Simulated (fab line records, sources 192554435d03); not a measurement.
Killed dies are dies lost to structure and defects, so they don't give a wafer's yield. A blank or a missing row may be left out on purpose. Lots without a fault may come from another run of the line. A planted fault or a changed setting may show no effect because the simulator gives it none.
A struck lot beside a sound one | flow n5_finfet | 36 steps out of a route of 1938
Sound: wafers L563.1, L563.3, L563.5. Struck: wafer L574.2. (L574.1, L574.6 of the same lot were not struck and are left out.) The cause comes at the end.
At each step with rows: each side's tool, then ch and its chambers, then its first start. Under that, the readings that differ: sound wafers | struck wafers | difference of the means | sigmas: that difference in standard deviations of wafers without a fault.
alike: readings whose means differ by less than 2 such deviations, and words and numbers that are the same on both sides. not compared: withheld readings, readings that some wafer has no value for, bounds like >300 that may hide the same value, and numbers for which the record gives no deviation and whose values overlap.
The two part at a step that has a row with sigmas, a row that says differs or no value, or rows on one side only. Numbers that don't overlap but have no deviation are shown without sigmas and don't part them. A reading that every wafer of one side lacks parts them only if that side has two wafers or more.

first, 7 steps without rows for these wafers: N5_SD_ACTIVATION_RTA_00 (time 0 s); N5_SD_ACTIVATION_LSA_01 (time 0.0008 s); N5_ILD0_LINER_00 (material SiNx, target thk 4 nm, pulse time 1 s, purge time 2 s); N5_ILD0_FCVD_FILL_01 (material SiO2 flowable, target thk 200 nm, time 328.3 s); N5_ILD0_CURE_02 (time 1800 s); N5_ILD0_CMP_03 (polishes, stops on SiNx, t overpolish 1.9 s, target thk 197.38 nm); N5_ILD0_CMP_07 (polishes SiO2 flowable, stops on poly-Si, t overpolish 1.18 s, target thk 138.88 nm).
N5_ILD0_PRECLEAN_10: cleans in NF3:NH3, afs cycles 5, time 20 s, sublimation time 60 s.
  sound on remote_plasma-02 ch 0, day 3 19:52; struck on remote_plasma-02 ch 0, day 6 14:43
  reading                                              | sound             | struck | difference | sigmas
  time_s (s)                                           | 20 20 20          | 11.263 | -8.737     |
  model.SiO2_flowable_of_ILD0_FCVD_FILL_01.thk_nm (nm) | 120.4 118.4 119.4 | 127.6  | +8.2       |
  alike: pressure_torr, rf_power_w
then, 24 steps without rows for these wafers: N5_ILD0_ALD_15 (deposits SiNx, target thk 24 nm, pulse time 1 s, ald cycles 480); N5_ILD0_CMP_12 (polishes SiNx, stops on poly-Si, t overpolish 6 s, target thk 17.67 nm); N5_SDB_HM_DEP_00 (deposits SiNx from SiH4/NH3/N2, target thk 40 nm, time 35.3 s); N5_SDB_COAT_03 (time 60 s, resist thk 100 nm); N5_SDB_COAT_04 (time 60 s, resist thk 18 nm); N5_SDB_COAT_05 (resist thk 90 nm); N5_SDB_EBR_07; N5_SDB_SOFTBAKE_06 (time 60 s); N5_SDB_EXPOSE_08 (exposes mask SDB); N5_SDB_PEB_09 (peb time 60 s); N5_SDB_DEVELOP_10 (develop time 30 s); N5_SDB_DESCUM_16 (chemistry O2, time 7.9 s); N5_SDB_ETCH_17 (etches SiARC in CF4, target depth 23.4 nm, time 39 s); N5_SDB_ETCH_18 (etches SOC in N2/H2, target depth 100 nm, overetch 20 nm, time 150 s); N5_SDB_STRIP_19 (strips in N2/H2); N5_SDB_STRIP_21 (strips in CF4); N5_SDB_HM_OPEN_20 (chemistry CH3F/O2, target SiNx, stops on poly-Si, target depth 24 nm); N5_SDB_STRIP_22 (strips in N2/H2); N5_SDB_PRECLEAN_23 (cleans in dHF, time 30 s); N5_SDB_DUMMY_REMOVE_24 (chemistry TMAH, target poly-Si, stops on SiO2, target depth 142 nm, time 57 s, rinse time 30 s); N5_SDB_ETCH_25 (etches SiO2 in C4F6/O2, target depth 10 nm, time 3.3 s); N5_SDB_CUT_ETCH_26 (etches Si in HBr/Cl2/O2, target depth 129.6 nm, bt time 20 s, time 51.8 s); N5_SDB_PRECLEAN_38 (cleans in dHF, time 10 s); N5_SDB_PRECLEAN_39 (cleans in O3/DIW, time 45 s).
N5_GATE_CUT_THK_MEAS_24:
  sound on film_metro-01, day 4 21:43; struck on film_metro-01, day 7 15:34
  reading          | sound             | struck | difference | sigmas
  GC_FILL_THK (nm) | 218.5 218.6 220.4 | 226.5  | +7.3       | +4
N5_MOL_CONTACT_COAG_WET_ETCH_116: etches the open film in SC1-inhibited, target depth 4.6 nm, rinse time 30 s.
  sound on wet_bench-01 ch 1,4,5, day 5 04:52; struck on wet_bench-01 ch 3, day 7 23:44
  reading                                              | sound             | struck | difference | sigmas
  model.SiO2_flowable_of_ILD0_FCVD_FILL_01.thk_nm (nm) | 112.2 110.4 111.4 | 119    | +8         |
-- the record jumps here: 4 days lie between the struck wafers' starts before and after (it left off in module MOL_CONTACT_COAG and takes up again in module BEOL_M4, whose first step shown is number 1111 of the route) --
N5_BEOL_M4_RC_MEAS_101:
  sound on prober-02 ch 0, day 8 20:25; struck on prober-01 ch 0, day 11 22:24
  alike: DIBL_N, DIBL_P, IOFF_N, IOFF_P, ION_N, ION_P, SS_N, SS_P, VT_N, VT_P
-- the record jumps here: 4 days lie between the struck wafers' starts before and after (it left off in module BEOL_M4 and takes up again in module PASSIVATION, whose first step shown is number 1936 of the route) --
N5_PASSIVATION_PROBE_49:
  sound on prober-01, day 13 04:36; struck on prober-02, day 16 00:51
  alike: defect_limited_yield, killed_at_M0_to_M3, killed_at_M4_up, killed_at_contacts, killed_at_front_end, killed_at_other, killed_dies, killed_open, killed_short, sort_bin_5_function, sort_bin_6_memory, sort_n_pass, sort_yield_pct

WHERE THEY PART
Only at N5_GATE_CUT_THK_MEAS_24, within this record. Later steps at which nothing parts them and some readings are alike: N5_BEOL_M4_RC_MEAS_101, N5_PASSIVATION_PROBE_49.

WHY: what the simulator had put in
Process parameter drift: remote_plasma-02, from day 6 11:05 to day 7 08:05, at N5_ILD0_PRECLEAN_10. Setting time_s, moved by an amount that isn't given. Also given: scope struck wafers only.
